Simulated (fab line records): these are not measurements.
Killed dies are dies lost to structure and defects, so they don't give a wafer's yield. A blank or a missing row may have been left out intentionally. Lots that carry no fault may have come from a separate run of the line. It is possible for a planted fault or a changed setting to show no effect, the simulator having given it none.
Split-lot experiment / flow n5Finfet / on a route of 1938 steps: 7 lots, 21 wafers read

## THE SPLIT ITSELF
At N5_BEOL_M14_TRENCH_ETCH_34 (etches SiO2 in C4F8/O2/Ar, target depth 556.65 nm, time 126.9 s), the setting timeS was moved away from the recipe's 126.9 s on 8 of the 21 wafers read, by -21.2% to +15.6%. All remaining wafers had this setting at the recipe value.

## FROM THE SPLIT TO THE READING: what the file shows between them, 10 steps
- N5_BEOL_M14_STRIP_70: strips in C4F8/O2/Ar
- N5_BEOL_M14_OCD_MEAS_35
- N5_BEOL_M14_STRIP_37: strips in O2
- N5_BEOL_M14_ETCH_38: etches SiCN in CF4/N2, target depth 106.5 nm, time 120.6 s
- N5_BEOL_M14_ECD_47: material Cu, target thk 1248 nm
- N5_BEOL_M14_ANNEAL_48: time 90 s
- N5_BEOL_M14_CMP_49: polishes, stops on SiO2, t overpolish 5.2 s, target thk 560 nm
- N5_BEOL_M14_THK_MEAS_50: measures by xrf
- N5_BEOL_M14_PRE_CLEAN_52: time 15 s
- N5_BEOL_M14_DEP_53: deposits SiCN from 3MS/NH3, target thk 50 nm, time 17.8 s

## THE READING
M14_RS in ohm/sq, measured at N5_BEOL_M14_RS_MEAS_54 by four-point-probe. Fault-free wafers of this fab line usually give 0.0330 ohm/sq, standard deviation 0.00046 ohm/sq.

wafer=L074.2; tool, chamber at the split=rieDiel-06, 2; timeS as run, s=99.99; against the recipe=-21.2%; M14_RS, ohm/sq=0.0425; against lot-mates on the recipe=+0.0098
wafer=L074.3; tool, chamber at the split=rieDiel-06, 1; timeS as run, s=126.9; against the recipe=recipe; M14_RS, ohm/sq=0.0331; against lot-mates on the recipe=-
wafer=L074.4; tool, chamber at the split=rieDiel-06, 3; timeS as run, s=126.9; against the recipe=recipe; M14_RS, ohm/sq=0.0324; against lot-mates on the recipe=-
wafer=L076.3; tool, chamber at the split=rieDiel-05, 0; timeS as run, s=146.7; against the recipe=+15.6%; M14_RS, ohm/sq=0.0290; against lot-mates on the recipe=-0.0045
wafer=L076.4; tool, chamber at the split=rieDiel-05, 3; timeS as run, s=126.9; against the recipe=recipe; M14_RS, ohm/sq=0.0334; against lot-mates on the recipe=-
wafer=L076.6; tool, chamber at the split=rieDiel-05, 0; timeS as run, s=126.9; against the recipe=recipe; M14_RS, ohm/sq=0.0337; against lot-mates on the recipe=-
wafer=L080.3; tool, chamber at the split=rieDiel-01, 3; timeS as run, s=126.9; against the recipe=recipe; M14_RS, ohm/sq=0.0334; against lot-mates on the recipe=-
wafer=L080.4; tool, chamber at the split=rieDiel-01, 0; timeS as run, s=113.6; against the recipe=-10.5%; M14_RS, ohm/sq=0.0360; against lot-mates on the recipe=+0.0030
wafer=L080.5; tool, chamber at the split=rieDiel-01, 2; timeS as run, s=126.9; against the recipe=recipe; M14_RS, ohm/sq=0.0327; against lot-mates on the recipe=-
wafer=L085.3; tool, chamber at the split=rieDiel-01, 1; timeS as run, s=126.9; against the recipe=recipe; M14_RS, ohm/sq=0.0329; against lot-mates on the recipe=-
wafer=L085.4; tool, chamber at the split=rieDiel-01, 3; timeS as run, s=143.5; against the recipe=+13.1%; M14_RS, ohm/sq=0.0295; against lot-mates on the recipe=-0.0035
wafer=L085.5; tool, chamber at the split=rieDiel-01, 2; timeS as run, s=126.9; against the recipe=recipe; M14_RS, ohm/sq=0.0330; against lot-mates on the recipe=-
wafer=L088.4; tool, chamber at the split=rieDiel-06, 0; timeS as run, s=143.5; against the recipe=+13.1%; M14_RS, ohm/sq=0.0290; against lot-mates on the recipe=-0.0041
wafer=L088.5; tool, chamber at the split=rieDiel-06, 0; timeS as run, s=143.5; against the recipe=+13.1%; M14_RS, ohm/sq=0.0292; against lot-mates on the recipe=-0.0039
wafer=L088.6; tool, chamber at the split=rieDiel-06, 3; timeS as run, s=126.9; against the recipe=recipe; M14_RS, ohm/sq=0.0331; against lot-mates on the recipe=-
wafer=L093.2; tool, chamber at the split=rieDiel-06, 0; timeS as run, s=145.2; against the recipe=+14.4%; M14_RS, ohm/sq=0.0286; against lot-mates on the recipe=-0.0051
wafer=L093.3; tool, chamber at the split=rieDiel-06, 3; timeS as run, s=126.9; against the recipe=recipe; M14_RS, ohm/sq=0.0337; against lot-mates on the recipe=-
wafer=L093.5; tool, chamber at the split=rieDiel-06, 1; timeS as run, s=145.2; against the recipe=+14.4%; M14_RS, ohm/sq=0.0293; against lot-mates on the recipe=-0.0044
wafer=L091.1; tool, chamber at the split=rieDiel-06, 0; timeS as run, s=126.9; against the recipe=recipe; M14_RS, ohm/sq=0.0330; against lot-mates on the recipe=-
wafer=L091.2; tool, chamber at the split=rieDiel-06, 3; timeS as run, s=126.9; against the recipe=recipe; M14_RS, ohm/sq=0.0332; against lot-mates on the recipe=-
wafer=L091.6; tool, chamber at the split=rieDiel-06, 2; timeS as run, s=126.9; against the recipe=recipe; M14_RS, ohm/sq=0.0331; against lot-mates on the recipe=-

THE FIT
A straight line over all 21 wafers: M14_RS changes by -0.000335 ohm/sq for each +1% of timeS; r = -0.98; the points scatter about the line by 0.00068 ohm/sq.
The same after taking each lot's own level away (the mean of its wafers on the recipe; 21 wafers): -0.000352 ohm/sq for each +1%; r = -0.98; scatter 0.00066 ohm/sq.
That fit puts the effect of the largest move of timeS on the reading at 0.0075 ohm/sq.
From 0.03275 to 0.03370 ohm/sq: that is the span of the lots' own levels, equal to 2.1 times the standard deviation above.
The two slopes are in agreement: the lot-to-lot level therefore moves the slope only a little.
Check: with one of the wafers moved furthest among these (-21.2%) left out of the fit, the line predicts +0.00638 ohm/sq for it against its lot-mates. Against them it came out at +0.00975 ohm/sq.

## OTHER SPLITS APPLIED TO THESE WAFERS
Other splits were also applied to these wafers ahead of the reading. Each is held against what the fit with the lots' levels taken away leaves over:
other split on the same wafers=N5_BEOL_M14_EXPOSE_25 doseMj; wafers away from the commonest value=8; r with M14_RS (lot level and that fit taken away)=+0.09

## THE WHOLE CHAIN: every reading that the file lists as answering this split, in the file's order
step=N5_BEOL_M14_TRENCH_ETCH_34; what it does=etches SiO2 in C4F8/O2/Ar, target depth 556.65 nm, time 126.9 s; reading=etch.depthNm (the simulator's own value, which no gauge read); change (the file's fit)=+5.56 nm for each +1% of the setting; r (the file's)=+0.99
step=N5_BEOL_M14_OCD_MEAS_35; what it does=; reading=trenchDepthNm; change (the file's fit)=+5.55 nm for each +1% of the setting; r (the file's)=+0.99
step=N5_BEOL_M14_CMP_49; what it does=polishes, stops on SiO2, t overpolish 5.2 s, target thk 560 nm; reading=Cu_of_BEOL_M14_ECD_47.thkNm (the simulator's own value, which no gauge read); change (the file's fit)=+5.58 nm for each +1% of the setting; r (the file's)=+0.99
step=N5_BEOL_M14_THK_MEAS_50; what it does=measures by xrf; reading=M14_THK; change (the file's fit)=+5.39 for each +1% of the setting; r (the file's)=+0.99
step=N5_BEOL_M14_RS_MEAS_54; what it does=measures by four-point-probe; reading=M14_RS; change (the file's fit)=-0.000351 for each +1% of the setting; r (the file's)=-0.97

## FILE'S OWN FIT
M14_RS changes by -0.000351 ohm/sq for each +1% of timeS, r = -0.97.
